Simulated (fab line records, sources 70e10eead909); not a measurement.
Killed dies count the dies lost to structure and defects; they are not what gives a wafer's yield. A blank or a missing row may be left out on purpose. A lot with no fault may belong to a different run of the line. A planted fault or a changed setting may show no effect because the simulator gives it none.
fab line records	flow nand-harc
record: lots: 12	wafers: 36	last-day: 33
route steps=1302 shown P_M0@270 P_M1@292 END@1302
lots that met no fault: taken from a fault-free run of the same line
start-h: hours from the record's first day to the start of the lot's first wafer shown	wait-h: hours from the lot's prior step to this one	" unchanged from the row above	L1.1+2: several wafers, shown together as one row	- either no value or no given start	* or withheld: withheld	< > ~ a bound
route shown NAME@n: a module of which the file shows steps, and the number in the route of the first	usual: mean/standard deviation of fault-free wafers	same: alike in all rows	chamber/n: place in a boat	sites: each site's reading	_std_site: the values' standard deviation	_edge_site: outer sites' mean less inner sites'	radius-mm: how far each site lies from the wafer's centre	mask NAME#n: copy n	behind: the tool/chamber that last shaped the wafer	hold: why the lot was held/for how many hours/how that ended	device: whichever transistor did not switch (one of n, p or np)	end of line: the tests these same wafers got at the end of their route	step lacking rows: just its recipe	killed: count of dies lost to structure and defects at first sort (not the wafer's yield)	map: shows each die of a wafer: x if killed, . if not, _ if none is there
set.NAME: the setting as run; set.NAME@STEP: as run at that earlier step	model.NAME: the simulator's own value behind a step, which no gauge read
one table for each step of the route and one row for each wafer, over a sample of lots
services: a tool's chamber out of use, with start hour (start-h, from the record's first day; less than 0 if before it), hours out, and reason
== steps ==
step: NHARC_P_M0_STRIP_18
recipe: power-w: 1000	n2-flow-sccm: 150	h2-flow-sccm: 150	ar-flow-sccm: 0	bias-w: 0	chemistry: N2/H2
usual: chamber-pressure-mTorr: 29.999/0.029	drypump-motor-current-A: 5.7/0.52	oes-product-au: 0.997/0.0078	power-w: 1000/3.1	rf-vpp-V: 90.8/1.1	showerhead-plenum-p-Torr: 2.05/0.088	throttle-valve-pct: 14.171/0.0092
lot.wafer	tool	chamber	start-h	wait-h	chamber-pressure-mTorr	drypump-motor-current-A	oes-product-au	power-w	rf-hours-counter-h	rf-vpp-V	showerhead-plenum-p-Torr	throttle-valve-pct
L577.1	rie-diel-10	0	128.08	0.1	30.029	5.4	1.008	1000	19	90.9	2.08	14.166
L577.4	"	2	"	"	30.054	6.0	0.988	1000	18	91.5	2.21	14.176
L577.6	"	0	"	"	29.947	5.5	0.996	1004	-	92.2	2.08	14.174
L579.2	rie-diel-11	2	152.33	0.1	29.991	6.6	0.992	1000	13	90.8	1.92	14.176
L579.3	"	3	"	"	29.932	5.1	0.984	998	15	89.9	2.15	14.174
L579.1	"	0	"	"	29.981	6.0	0.988	1000	14	90.6	2.03	14.171
L580.1	rie-diel-03	2	159.03	0.1	30.022	5.4	1.002	1002	17	90.5	2.16	14.151
L580.2	"	0	"	"	30.016	5.9	0.996	1005	12	89.8	1.94	14.158
L580.6	"	2	"	"	29.991	5.4	0.998	1004	-	92.5	2.16	14.186
L581.2	rie-diel-11	3	174.85	0.1	30.025	5.2	0.994	995	18	91.3	2.15	14.182
L581.6	"	2	"	"	29.993	6.7	1.000	999	-	91.0	1.92	14.169
L581.5	"	3	"	"	30.001	5.2	0.991	1000	-	92.1	2.15	14.168
L582.1	rie-diel-11	3	193.74	0.1	29.969	5.2	0.995	998	22	89.2	2.15	14.175
L582.2	"	0	"	"	30.023	6.0	0.987	1008	20	90.2	2.02	14.171
L582.4	"	2	"	"	30.018	6.6	0.984	998	21	89.2	1.92	14.186
L586.4	rie-diel-03	0	218.53	0.1	29.965	5.9	0.997	999	31	90.8	1.94	14.169
L586.1	"	1	"	"	30.010	5.7	1.002	998	37	90.0	1.96	14.181
L586.6	"	2	"	"	30.036	5.4	1.002	997	-	90.7	2.15	14.170
L590.3	rie-diel-10	2	258.80	0.1	29.958	6.1	0.995	996	1	91.3	2.20	14.186
L590.6	"	1	"	"	29.995	6.4	1.000	998	-	91.1	2.06	14.152
L590.5	"	2	"	"	29.999	6.1	0.982	1003	-	90.9	2.20	14.175
L595.4	rie-diel-10	1	309.92	0.1	30.042	6.4	1.003	1004	20	89.7	2.05	14.156
L595.5	"	2	"	"	30.059	6.1	0.995	1007	-	92.3	2.19	14.170
L595.6	"	3	"	"	29.985	4.7	0.998	1000	-	89.6	2.04	14.181
L596.1	rie-diel-10	0	321.93	0.1	29.973	5.4	1.007	1001	19	90.4	2.06	14.174
L596.3	"	1	"	"	30.019	6.4	0.992	1005	21	91.9	2.05	14.177
L596.6	"	0	"	"	30.003	5.4	1.010	1003	-	91.8	2.06	14.170
L597.3	rie-diel-03	2	325.82	0.1	29.956	5.4	1.000	998	7	92.6	2.14	14.171
L597.4	"	3	"	"	30.006	5.9	1.003	1000	7	92.7	2.14	14.180
L597.5	"	2	"	"	30.049	5.4	1.003	999	-	92.1	2.14	14.180
L598.4	rie-diel-10	2	336.21	0.1	30.064	6.1	0.990	999	27	93.0	2.19	14.172
L598.1	"	3	"	"	30.041	4.7	1.000	1002	25	91.7	2.04	14.164
L598.6	"	0	"	"	29.971	5.5	1.005	999	-	89.5	2.06	14.156
L599.3	rie-diel-03	2	349.03	0.2	29.980	5.4	0.995	1002	16	90.9	2.14	14.180
L599.4	"	3	"	"	30.008	5.9	0.999	1004	19	92.4	2.13	14.171
L599.6	"	0	"	"	30.062	6.0	1.011	997	-	89.7	1.92	14.183
step: NHARC_P_M0_DEGAS_28
recipe: temp-c: 250	time-s: 60
usual: heater-power-w: 322/32
lot.wafer	tool	chamber	start-h	wait-h	heater-power-w
L577.1	pvd-sputter-02	-	128.62	-	303
L577.4	"	-	"	"	337
L577.6	"	-	"	"	298
L579.1	pvd-sputter-03	-	152.85	-	325
L579.3	"	-	"	"	370
L579.2	"	-	"	"	301
L580.2	pvd-sputter-02	-	159.58	-	359
L580.1	"	-	"	"	343
L580.6	"	-	"	"	284
L581.2	pvd-sputter-03	-	175.38	-	320
L581.6	"	-	"	"	350
L581.5	"	-	"	"	315
L582.4	pvd-sputter-03	-	194.29	-	326
L582.2	"	-	"	"	352
L582.1	"	-	"	"	305
L586.4	pvd-sputter-02	-	219.06	-	302
L586.1	"	-	"	"	340
L586.6	"	-	"	"	302
L590.3	pvd-sputter-01	-	259.34	-	257
L590.6	"	-	"	"	350
L590.5	"	-	"	"	342
L595.4	pvd-sputter-01	-	310.41	-	284
L595.5	"	-	"	"	250
L595.6	"	-	"	"	350
L596.3	pvd-sputter-03	-	322.48	-	300
L596.1	"	-	"	"	323
L596.6	"	-	"	"	295
L597.3	pvd-sputter-03	-	326.34	-	320
L597.4	"	-	"	"	353
L597.5	"	-	"	"	312
L598.1	pvd-sputter-03	-	336.70	-	357
L598.4	"	-	"	"	320
L598.6	"	-	"	"	364
L599.4	pvd-sputter-03	-	349.53	-	304
L599.3	"	-	"	"	311
L599.6	"	-	"	"	373
step: NHARC_P_M0_PVD_20
recipe: target-thk-a: 50	bias-v: 168.6	power-w: 15000	chamber-pressure-pa: 0.12	time-s: 8.06	substrate-temp-c: 50	material: TaN
usual: throttle-valve-pct: 29.9/1.1
lot.wafer	tool	chamber	start-h	wait-h	throttle-valve-pct
L577.4	pvd-sputter-02	-	-	-	30.6
L577.1	"	-	"	"	30.9
L577.6	"	-	"	"	30.7
L579.2	pvd-sputter-03	-	-	-	31.3
L579.3	"	-	"	"	30.2
L579.1	"	-	"	"	28.4
L580.2	pvd-sputter-02	-	-	-	29.2
L580.1	"	-	"	"	30.5
L580.6	"	-	"	"	29.3
L581.2	pvd-sputter-03	-	-	-	28.6
L581.5	"	-	"	"	31.4
L581.6	"	-	"	"	30.9
L582.2	pvd-sputter-03	-	-	-	30.8
L582.1	"	-	"	"	29.3
L582.4	"	-	"	"	28.4
L586.4	pvd-sputter-02	-	-	-	30.4
L586.1	"	-	"	"	28.9
L586.6	"	-	"	"	30.7
L590.3	pvd-sputter-01	-	-	-	30.0
L590.6	"	-	"	"	29.3
L590.5	"	-	"	"	30.4
L595.4	pvd-sputter-01	-	-	-	29.4
L595.5	"	-	"	"	29.3
L595.6	"	-	"	"	29.9
L596.1	pvd-sputter-03	-	-	-	30.9
L596.3	"	-	"	"	29.3
L596.6	"	-	"	"	31.7
L597.4	pvd-sputter-03	-	-	-	31.9
L597.3	"	-	"	"	29.2
L597.5	"	-	"	"	31.9
L598.4	pvd-sputter-03	-	-	-	31.8
L598.1	"	-	"	"	29.5
L598.6	"	-	"	"	31.7
L599.4	pvd-sputter-03	-	-	-	31.1
L599.3	"	-	"	"	28.5
L599.6	"	-	"	"	31.7
step: NHARC_P_M1_EXPOSE_06
recipe: na: 1.35	target-cd-nm: 130	dose-mj: 81.88	mask-id: P_M1
usual: exposure-dose-mJ-cm2: 81.90/0.08	focus-offset-nm: 0.1/0.53
lot.wafer	tool	chamber	start-h	wait-h	mask	exposure-dose-mJ-cm2	focus-offset-nm
L577.1	arfi-scanner-01	0	131.89	-	P_M1#0	81.83	0.3
L577.4	"	0	"	"	P_M1#0	81.94	0.1
L577.6	"	0	"	"	P_M1#0	82.04	-0.3
L579.1	arfi-scanner-01	0	155.79	-	P_M1#0	81.86	0.4
L579.2	"	0	"	"	P_M1#0	81.80	-1.0
L579.3	"	0	"	"	P_M1#0	81.94	0.1
L580.1	arfi-scanner-01	0	162.25	-	P_M1#0	81.93	0.0
L580.2	"	0	"	"	P_M1#0	81.92	0.3
L580.6	"	0	"	"	P_M1#0	81.90	0.3
L581.2	arfi-scanner-01	0	178.06	-	P_M1#0	82.02	-0.7
L581.5	"	0	"	"	P_M1#0	81.95	0.3
L581.6	"	0	"	"	P_M1#0	81.93	0.1
L582.1	arfi-scanner-01	0	196.94	-	P_M1#0	81.92	0.6
L582.2	"	0	"	"	P_M1#0	81.88	0.1
L582.4	"	0	"	"	P_M1#0	81.89	0.0
L586.1	arfi-scanner-03	0	221.86	-	P_M1#0	81.94	0.5
L586.4	"	0	"	"	P_M1#0	82.07	0.6
L586.6	"	0	"	"	P_M1#0	81.98	0.5
L590.3	arfi-scanner-01	0	262.13	-	P_M1#0	78.20	0.5
L590.5	"	0	"	"	P_M1#0	78.19	-0.1
L590.6	"	0	"	"	P_M1#0	78.30	-0.3
L595.4	arfi-scanner-01	0	313.21	-	P_M1#0	78.99	-1.3
L595.5	"	0	"	"	P_M1#0	78.86	-0.7
L595.6	"	0	"	"	P_M1#0	78.98	-0.9
L596.1	arfi-scanner-03	0	325.32	-	P_M1#0	81.88	0.2
L596.3	"	0	"	"	P_M1#0	82.06	0.3
L596.6	"	0	"	"	P_M1#0	81.99	1.0
L597.3	arfi-scanner-03	0	329.07	-	P_M1#0	81.97	-1.2
L597.4	"	0	"	"	P_M1#0	81.80	-0.5
L597.5	"	0	"	"	P_M1#0	81.91	0.1
L598.1	arfi-scanner-02	0	339.53	-	P_M1#0	81.82	0.7
L598.4	"	0	"	"	P_M1#0	81.86	0.1
L598.6	"	0	"	"	P_M1#0	81.79	-0.6
L599.3	arfi-scanner-02	0	352.22	-	P_M1#0	81.95	-0.1
L599.4	"	0	"	"	P_M1#0	82.02	0.1
L599.6	"	0	"	"	P_M1#0	81.97	-0.1
step: NHARC_P_M1_CD_MEAS_09
recipe: target-cd-nm: 130	landing-energy-ev: 500
usual: cd-nm: 129.9/0.49
lot.wafer	tool	chamber	start-h	wait-h	cd-nm
L577.1	cd-sem-03	0	132.03	-	129.8
L577.4	"	0	"	"	130.0
L577.6	"	0	"	"	130.8
L579.1	cd-sem-02	0	155.93	-	129.7
L579.2	"	0	"	"	130.6
L579.3	"	0	"	"	129.6
L580.1	cd-sem-01	0	162.39	-	129.3
L580.2	"	0	"	"	130.6
L580.6	"	0	"	"	129.7
L581.2	cd-sem-01	0	178.20	-	129.8
L581.5	"	0	"	"	128.9
L581.6	"	0	"	"	129.3
L582.1	cd-sem-03	0	197.08	-	129.9
L582.2	"	0	"	"	129.3
L582.4	"	0	"	"	129.6
L586.1	cd-sem-02	0	222.00	-	130.9
L586.4	"	0	"	"	129.2
L586.6	"	0	"	"	129.8
L590.3	cd-sem-03	0	262.27	-	127.1
L590.5	"	0	"	"	127.4
L590.6	"	0	"	"	127.0
L595.4	cd-sem-01	0	313.34	-	127.3
L595.5	"	0	"	"	127.4
L595.6	"	0	"	"	128.1
L596.1	cd-sem-02	0	325.46	-	129.5
L596.3	"	0	"	"	129.2
L596.6	"	0	"	"	129.2
L597.3	cd-sem-02	0	329.20	-	129.3
L597.4	"	0	"	"	129.9
L597.5	"	0	"	"	130.2
L598.1	cd-sem-03	0	339.68	-	129.8
L598.4	"	0	"	"	130.6
L598.6	"	0	"	"	129.6
L599.3	cd-sem-02	0	352.36	-	129.9
L599.4	"	0	"	"	130.0
L599.6	"	0	"	"	129.8
step: NHARC_END_SORT_01
recipe: temp-c: 25
usual: defect-limited-yield: 90.9/2.8	killed-at-array: 57/20	killed-at-other: 1.3/1.4	killed-at-periphery: 3.4/2.4	killed-dies: 61/19	killed-open: 2.9/1.8	killed-short: 2.5/1.6
same: gross-dies: 677
lot.wafer	tool	chamber	start-h	wait-h	defect-limited-yield[%]	killed-at-array	killed-at-other	killed-at-periphery	killed-dies	killed-open	killed-short
L577.1	prober-01	0	577.00	2.5	87.7	82	0	1	83	5	2
L577.4	prober-01	0	579.41	3.4	88.2	76	1	3	80	3	2
L577.6	prober-01	0	581.02	4.0	90.0	62	2	4	68	6	3
L580.1	prober-02	0	588.96	2.5	90.4	57	1	7	65	3	5
L580.2	prober-02	0	589.75	2.8	89.8	64	0	5	69	3	5
L580.6	prober-02	0	592.90	3.9	89.8	64	0	5	69	3	1
L579.1	prober-02	0	606.62	2.5	94.1	36	0	4	40	4	4
L579.2	prober-02	0	607.42	2.8	92.9	44	0	4	48	0	3
L579.3	prober-02	0	608.22	3.1	93.6	38	0	5	43	4	1
L581.2	prober-01	0	628.44	2.8	92.6	45	0	5	50	4	3
L581.5	prober-01	0	630.83	3.7	91.4	50	4	4	58	3	6
L581.6	prober-01	0	631.63	4.0	91.6	50	1	6	57	2	1
L582.1	prober-01	0	635.77	2.5	92.0	50	1	3	54	3	1
L582.2	prober-01	0	636.59	2.8	91.4	56	0	2	58	0	1
L582.4	prober-01	0	638.22	3.5	90.1	64	0	3	67	2	1
L586.1	prober-01	0	679.90	2.5	92.5	51	0	0	51	0	2
L586.4	prober-01	0	682.29	3.4	91.3	57	0	2	59	2	2
L586.6	prober-01	0	683.87	4.0	92.9	48	0	0	48	1	3
L590.3	prober-01	0	706.76	3.1	90.4	64	1	0	65	0	2
L590.5	prober-01	0	708.39	3.7	90.3	63	2	1	66	4	1
L590.6	prober-01	0	709.20	4.1	89.7	68	0	2	70	2	4
L596.1	prober-02	0	770.57	2.5	91.1	59	0	1	60	3	2
L596.3	prober-02	0	772.18	3.1	91.6	55	1	1	57	2	0
L596.6	prober-02	0	774.59	4.0	90.5	61	1	2	64	3	2
L595.4	prober-01	0	772.92	3.4	89.7	68	0	2	70	1	2
L595.5	prober-01	0	773.71	3.6	91.4	57	0	1	58	3	0
L595.6	prober-01	0	774.49	3.9	90.3	62	2	2	66	0	4
L597.3	prober-01	0	779.86	3.1	85.5	93	2	3	98	3	1
L597.4	prober-01	0	780.66	3.4	85.4	90	4	5	99	4	0
L597.5	prober-01	0	781.45	3.7	86.7	86	2	2	90	2	0
L598.1	prober-02	0	784.41	2.6	90.5	60	2	2	64	4	2
L598.4	prober-02	0	786.81	3.4	88.6	75	1	1	77	1	1
L598.6	prober-02	0	788.40	4.0	87.3	84	1	1	86	2	2
L599.3	prober-01	0	787.64	3.1	92.8	43	4	2	49	2	0
L599.4	prober-01	0	788.43	3.4	94.5	33	2	2	37	2	1
L599.6	prober-01	0	790.01	4.0	92.3	46	3	3	52	5	4
killed by level:class
L577.1 A_CHANNEL_HOLE_D2:chamber-film-flake=38 A_CHANNEL_HOLE_D1:chamber-film-flake=28 A_ZERO_WELL:chamber-film-flake=3 A_BONDPAD:chamber-film-flake=2 A_WL_FILL:chamber-film-flake=2 A_CONTACT:chamber-film-flake=2 P_M0:geometric-particle:open=1 A_SOURCE_PLATE:geometric-particle:open=1
L577.4 A_CHANNEL_HOLE_D2:chamber-film-flake=32 A_CHANNEL_HOLE_D1:chamber-film-flake=27 A_CHANNEL_FILL_D1:chamber-film-flake=4 A_CONTACT:chamber-film-flake=4 A_WL_FILL:chamber-film-flake=3 P_STI:chamber-film-flake=2 P_CONTACT:geometric-particle:open=1 A_SOURCE_PLATE:geometric-particle:short=1
L577.6 A_CHANNEL_HOLE_D2:chamber-film-flake=23 A_CHANNEL_HOLE_D1:chamber-film-flake=20 A_CONTACT:chamber-film-flake=6 P_CONTACT:geometric-particle:open=2 A_CHANNEL_FILL_D1:chamber-film-flake=2 A_DECK1_JOINT:chamber-film-flake=2 P_M0:geometric-particle:short=1 P_M1:geometric-particle:open=1
L580.1 A_SLIT:chamber-film-flake=25 A_CHANNEL_HOLE_D1:chamber-film-flake=19 A_CHANNEL_HOLE_D2:chamber-film-flake=3 A_CONTACT:chamber-film-flake=3 P_M0:geometric-particle:short=2 A_CHANNEL_FILL_D2:chamber-film-flake=2 P_M0:geometric-particle:open=1 P_M1:geometric-particle:short=1
L580.2 A_CHANNEL_HOLE_D1:chamber-film-flake=29 A_SLIT:chamber-film-flake=20 A_CHANNEL_HOLE_D2:chamber-film-flake=5 P_GATE:chamber-film-flake=2 A_STAIRCASE:chamber-film-flake=2 P_GATE:geometric-particle:open=1 P_M0:geometric-particle:open=1 A_SOURCE_PLATE:geometric-particle:short=1
L580.6 A_SLIT:chamber-film-flake=26 A_CHANNEL_HOLE_D1:chamber-film-flake=25 A_CHANNEL_HOLE_D2:chamber-film-flake=6 P_GATE:chamber-film-flake=3 A_STAIRCASE:chamber-film-flake=2 A_M1:chamber-film-flake=2 P_GATE:geometric-particle:open=1 P_M0:geometric-particle:open=1
L579.1 A_CHANNEL_HOLE_D2:chamber-film-flake=25 A_CONTACT:chamber-film-flake=4 P_GATE:geometric-particle:short=1 P_CONTACT:geometric-particle:open=1 P_M0:geometric-particle:open=1 A_SOURCE_PLATE:geometric-particle:open=1 A_ONON_D1:geometric-particle:open=1 A_CHANNEL_FILL_D1:geometric-particle:short=1
L579.2 A_CHANNEL_HOLE_D2:chamber-film-flake=28 A_CHANNEL_HOLE_D1:chamber-film-flake=6 A_STAIRCASE:chamber-film-flake=3 A_CONTACT:chamber-film-flake=3 P_STI:chamber-film-flake=2 A_BLC:chamber-film-flake=2 P_CONTACT:geometric-particle:short=1 A_ONON_D2:geometric-particle:short=1
L579.3 A_CHANNEL_HOLE_D2:chamber-film-flake=23 A_STAIRCASE:chamber-film-flake=4 A_CONTACT:chamber-film-flake=3 A_CHANNEL_HOLE_D1:chamber-film-flake=2 A_BLC:chamber-film-flake=2 P_STI:geometric-particle:open=1 P_CONTACT:geometric-particle:short=1 P_M0:geometric-particle:open=1
L581.2 A_SLIT:chamber-film-flake=19 A_CHANNEL_HOLE_D2:chamber-film-flake=13 P_BONDPAD:chamber-film-flake=3 A_CHANNEL_HOLE_D1:chamber-film-flake=3 A_WL_FILL:chamber-film-flake=2 P_GATE:geometric-particle:open=1 A_SOURCE_PLATE:geometric-particle:open=1 A_ONON_D1:geometric-particle:short=1
L581.5 A_SLIT:chamber-film-flake=24 A_CHANNEL_HOLE_D2:chamber-film-flake=8 A_CHANNEL_HOLE_D1:chamber-film-flake=5 THIN_TSV:chamber-film-flake=4 P_GATE:chamber-film-flake=2 A_STAIRCASE:chamber-film-flake=2 A_SOURCE_PLATE:geometric-particle:open=1 A_ONON_D1:geometric-particle:open=1
L581.6 A_SLIT:chamber-film-flake=29 A_CHANNEL_HOLE_D2:chamber-film-flake=7 A_CHANNEL_HOLE_D1:chamber-film-flake=6 P_BONDPAD:chamber-film-flake=4 A_CHANNEL_FILL_D1:chamber-film-flake=2 A_WL_FILL:chamber-film-flake=2 P_CONTACT:geometric-particle:open=1 A_CHANNEL_HOLE_D1:geometric-particle:open=1
L582.1 A_SLIT:chamber-film-flake=22 A_CHANNEL_HOLE_D2:chamber-film-flake=10 A_STAIRCASE:chamber-film-flake=7 A_CHANNEL_HOLE_D1:chamber-film-flake=6 P_ZERO_WELL:chamber-film-flake=2 A_ONON_D1:geometric-particle:open=1 A_STAIRCASE:geometric-particle:open=1 A_STAIRCASE:geometric-particle:short=1
L582.2 A_SLIT:chamber-film-flake=23 A_CHANNEL_HOLE_D2:chamber-film-flake=10 A_STAIRCASE:chamber-film-flake=7 A_CONTACT:chamber-film-flake=7 A_M0:chamber-film-flake=3 A_CHANNEL_HOLE_D1:chamber-film-flake=3 A_SGD_CUT:geometric-particle:short=1 P_STI:chamber-film-flake=1
L582.4 A_SLIT:chamber-film-flake=31 A_CHANNEL_HOLE_D2:chamber-film-flake=16 A_STAIRCASE:chamber-film-flake=6 A_M0:chamber-film-flake=4 P_ZERO_WELL:chamber-film-flake=3 A_WL_FILL:geometric-particle:open=2 A_CONTACT:chamber-film-flake=2 A_ONON_D2:geometric-particle:short=1
L586.1 A_CHANNEL_HOLE_D1:chamber-film-flake=22 A_CHANNEL_HOLE_D2:chamber-film-flake=17 A_STAIRCASE:chamber-film-flake=3 A_CONTACT:chamber-film-flake=3 A_SLIT:chamber-film-flake=2 A_M1:chamber-film-flake=2 A_DECK1_JOINT:geometric-particle:short=1 A_CHANNEL_FILL_D2:geometric-particle:short=1
L586.4 A_CHANNEL_HOLE_D1:chamber-film-flake=32 A_CHANNEL_HOLE_D2:chamber-film-flake=13 A_CONTACT:chamber-film-flake=4 A_M1:chamber-film-flake=3 P_CONTACT:geometric-particle:short=1 A_CHANNEL_FILL_D1:geometric-particle:open=1 A_WL_FILL:geometric-particle:short=1 A_M0:geometric-particle:open=1
L586.6 A_CHANNEL_HOLE_D1:chamber-film-flake=21 A_CHANNEL_HOLE_D2:chamber-film-flake=11 A_CONTACT:chamber-film-flake=5 A_SLIT:chamber-film-flake=3 A_ZERO_WELL:chamber-film-flake=2 A_ONON_D2:geometric-particle:open=1 A_CHANNEL_HOLE_D2:geometric-particle:short=1 A_SGD_CUT:geometric-particle:short=1
L590.3 A_CHANNEL_HOLE_D1:chamber-film-flake=32 A_CHANNEL_HOLE_D2:chamber-film-flake=20 A_SLIT:chamber-film-flake=5 A_CHANNEL_FILL_D2:chamber-film-flake=2 A_CONTACT:chamber-film-flake=2 A_CHANNEL_FILL_D1:geometric-particle:short=1 A_WL_FILL:geometric-particle:short=1 A_STAIRCASE:chamber-film-flake=1
L590.5 A_CHANNEL_HOLE_D1:chamber-film-flake=37 A_CHANNEL_HOLE_D2:chamber-film-flake=19 THIN_TSV:chamber-film-flake=2 A_CHANNEL_FILL_D1:geometric-particle:open=1 A_CHANNEL_FILL_D2:geometric-particle:open=1 A_WL_FILL:geometric-particle:open=1 A_CONTACT:geometric-particle:open=1 A_BLC:geometric-particle:short=1
L590.6 A_CHANNEL_HOLE_D1:chamber-film-flake=31 A_CHANNEL_HOLE_D2:chamber-film-flake=27 A_DECK1_JOINT:chamber-film-flake=2 P_M1:geometric-particle:open=1 A_ONON_D1:geometric-particle:short=1 A_CHANNEL_FILL_D1:geometric-particle:open=1 A_CHANNEL_FILL_D1:geometric-particle:short=1 A_DECK1_JOINT:geometric-particle:short=1
L596.1 A_CHANNEL_HOLE_D2:chamber-film-flake=32 A_CHANNEL_HOLE_D1:chamber-film-flake=12 A_SLIT:chamber-film-flake=8 A_DECK1_JOINT:chamber-film-flake=2 P_CONTACT:geometric-particle:open=1 A_CHANNEL_FILL_D2:geometric-particle:short=1 A_WL_FILL:geometric-particle:open=1 A_WL_FILL:geometric-particle:short=1
L596.3 A_CHANNEL_HOLE_D2:chamber-film-flake=25 A_CHANNEL_HOLE_D1:chamber-film-flake=11 A_SLIT:chamber-film-flake=10 A_ZERO_WELL:chamber-film-flake=2 A_CONTACT:chamber-film-flake=2 A_ONON_D1:geometric-particle:open=1 A_ONON_D2:geometric-particle:open=1 P_ZERO_WELL:chamber-film-flake=1
L595.4 A_SLIT:chamber-film-flake=23 A_CHANNEL_HOLE_D2:chamber-film-flake=20 A_CHANNEL_HOLE_D1:chamber-film-flake=10 A_STAIRCASE:chamber-film-flake=4 A_BONDPAD:chamber-film-flake=3 A_WL_FILL:geometric-particle:short=2 A_WL_FILL:chamber-film-flake=2 A_CONTACT:chamber-film-flake=2
L595.5 A_SLIT:chamber-film-flake=24 A_CHANNEL_HOLE_D2:chamber-film-flake=14 A_CHANNEL_HOLE_D1:chamber-film-flake=7 A_DECK1_JOINT:chamber-film-flake=3 A_WL_FILL:chamber-film-flake=3 A_CONTACT:chamber-film-flake=3 A_ONON_D1:geometric-particle:open=1 A_BLC:geometric-particle:open=1
L595.6 A_SLIT:chamber-film-flake=27 A_CHANNEL_HOLE_D2:chamber-film-flake=15 A_CHANNEL_HOLE_D1:chamber-film-flake=6 A_STAIRCASE:chamber-film-flake=4 A_WL_FILL:geometric-particle:short=2 P_GATE:chamber-film-flake=2 A_CHANNEL_FILL_D1:chamber-film-flake=2 A_DECK1_JOINT:chamber-film-flake=2
L596.6 A_CHANNEL_HOLE_D2:chamber-film-flake=36 A_CHANNEL_HOLE_D1:chamber-film-flake=14 A_SLIT:chamber-film-flake=3 A_M1:geometric-particle:open=2 P_M2:geometric-particle:open=1 A_CHANNEL_HOLE_D2:geometric-particle:short=1 A_SGD_CUT:geometric-particle:short=1 P_ZERO_WELL:chamber-film-flake=1
L597.3 A_SLIT:chamber-film-flake=40 A_CHANNEL_HOLE_D2:chamber-film-flake=22 A_CHANNEL_HOLE_D1:chamber-film-flake=11 A_CONTACT:chamber-film-flake=8 A_CHANNEL_FILL_D2:chamber-film-flake=5 A_WL_FILL:chamber-film-flake=2 P_GATE:geometric-particle:open=1 A_STAIRCASE:geometric-particle:open=1
L597.4 A_SLIT:chamber-film-flake=36 A_CHANNEL_HOLE_D2:chamber-film-flake=29 A_CHANNEL_HOLE_D1:chamber-film-flake=10 A_CONTACT:chamber-film-flake=10 P_GATE:chamber-film-flake=3 THIN_TSV:chamber-film-flake=3 P_GATE:geometric-particle:open=1 P_M0:geometric-particle:open=1
L597.5 A_SLIT:chamber-film-flake=38 A_CHANNEL_HOLE_D2:chamber-film-flake=25 A_CHANNEL_HOLE_D1:chamber-film-flake=11 A_CONTACT:chamber-film-flake=8 A_DECK1_JOINT:chamber-film-flake=2 THIN_TSV:chamber-film-flake=2 P_M0:geometric-particle:open=1 A_SLIT:geometric-particle:open=1
L598.1 A_SLIT:chamber-film-flake=23 A_CHANNEL_HOLE_D2:chamber-film-flake=20 A_CONTACT:chamber-film-flake=3 A_STAIRCASE:chamber-film-flake=2 THIN_TSV:chamber-film-flake=2 A_BLC:chamber-film-flake=2 A_CHANNEL_FILL_D1:geometric-particle:short=1 P_BONDPAD:geometric-particle:open=1
L598.4 A_CHANNEL_HOLE_D2:chamber-film-flake=33 A_SLIT:chamber-film-flake=27 A_STAIRCASE:chamber-film-flake=5 A_CHANNEL_FILL_D1:chamber-film-flake=3 A_CHANNEL_HOLE_D1:unspecified=2 A_CHANNEL_HOLE_D1:chamber-film-flake=2 P_STI:geometric-particle:short=1 A_CONTACT:geometric-particle:open=1
L599.3 A_CHANNEL_HOLE_D1:chamber-film-flake=17 A_STAIRCASE:chamber-film-flake=9 A_SLIT:chamber-film-flake=5 A_M0:chamber-film-flake=5 A_CONTACT:chamber-film-flake=4 THIN_TSV:chamber-film-flake=4 P_M2:geometric-particle:open=1 A_ONON_D1:geometric-particle:open=1
L598.6 A_SLIT:chamber-film-flake=33 A_CHANNEL_HOLE_D2:chamber-film-flake=32 A_CONTACT:chamber-film-flake=4 A_BLC:chamber-film-flake=4 A_CHANNEL_HOLE_D1:unspecified=2 A_DECK1_JOINT:chamber-film-flake=2 A_CHANNEL_FILL_D2:chamber-film-flake=2 A_SOURCE_PLATE:geometric-particle:open=1
L599.4 A_CHANNEL_HOLE_D1:chamber-film-flake=13 A_SLIT:chamber-film-flake=8 A_STAIRCASE:chamber-film-flake=6 A_CONTACT:chamber-film-flake=3 THIN_TSV:chamber-film-flake=2 P_M0:geometric-particle:open=1 A_DECK1_JOINT:geometric-particle:short=1 A_M1:geometric-particle:open=1
L599.6 A_CHANNEL_HOLE_D1:chamber-film-flake=18 A_CONTACT:chamber-film-flake=8 A_SLIT:chamber-film-flake=6 A_STAIRCASE:chamber-film-flake=4 THIN_TSV:chamber-film-flake=3 A_WL_FILL:geometric-particle:short=2 A_CHANNEL_HOLE_D2:chamber-film-flake=2 P_CONTACT:geometric-particle:open=1
== services ==
tool	chamber	start-h	hours	kind
rie-diel-03	-	105.37	9.0	pm
arfi-scanner-03	-	116.54	0.6	repair
arfi-scanner-03	-	124.18	0.6	repair
pvd-sputter-01	-	143.24	6.5	repair
rie-diel-10	0	154.04	18.7	repair
rie-diel-03	2	162.43	8.3	repair
rie-diel-11	1	164.12	3.9	repair
rie-diel-10	2	169.91	4.2	repair
pvd-sputter-01	-	173.65	0.8	repair
pvd-sputter-03	-	178.32	10.0	pm
rie-diel-03	-	210.27	0.7	repair
rie-diel-10	3	214.92	5.4	repair
pvd-sputter-01	-	226.00	10.0	pm
pvd-sputter-01	-	241.93	3.8	repair
rie-diel-10	-	242.54	9.0	pm
arfi-scanner-01	-	252.00	4.0	pm
rie-diel-03	3	255.45	1.2	repair
pvd-sputter-01	-	270.09	2.1	repair
pvd-sputter-02	-	282.00	10.0	pm
rie-diel-03	-	282.37	9.0	pm
rie-diel-03	-	292.59	0.1	repair
pvd-sputter-01	-	295.16	14.6	repair
arfi-scanner-01	-	303.32	2.9	repair
arfi-scanner-01	-	346.33	4.2	repair
== key ==
first-sign: step: NHARC_P_M1_EXPOSE_06	reading: exposure-dose-mJ-cm2	direction: down	sigmas: 42	usual: 81.90	struck: 78.59
effect: step: NHARC_P_M1_CD_MEAS_09	reading: cd-nm	direction: down	sigmas: 5	usual: 129.9	struck: 127.4	through: control-loop
met-at NHARC_P_M1_EXPOSE_06
struck-lots L590,L595
loop-trim: step: NHARC_P_M1_EXPOSE_06	setting: dose	lots: L595
not-acting-at NHARC_P_M0_STRIP_18,NHARC_P_M0_DEGAS_28,NHARC_P_M0_PVD_20
onset-between 196.94 262.13
fault: kind: process-parameter-drift	tool: arfi-scanner-01	chamber: -	onset-h: 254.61	steps: NHARC_P_M1_EXPOSE_06	channel: dose-mj	offset: -3.6267	shape: step	acts-in: these-recipes-only	stated: 81.88
loop-trim: a control loop set the setting to another value than it would have without faults
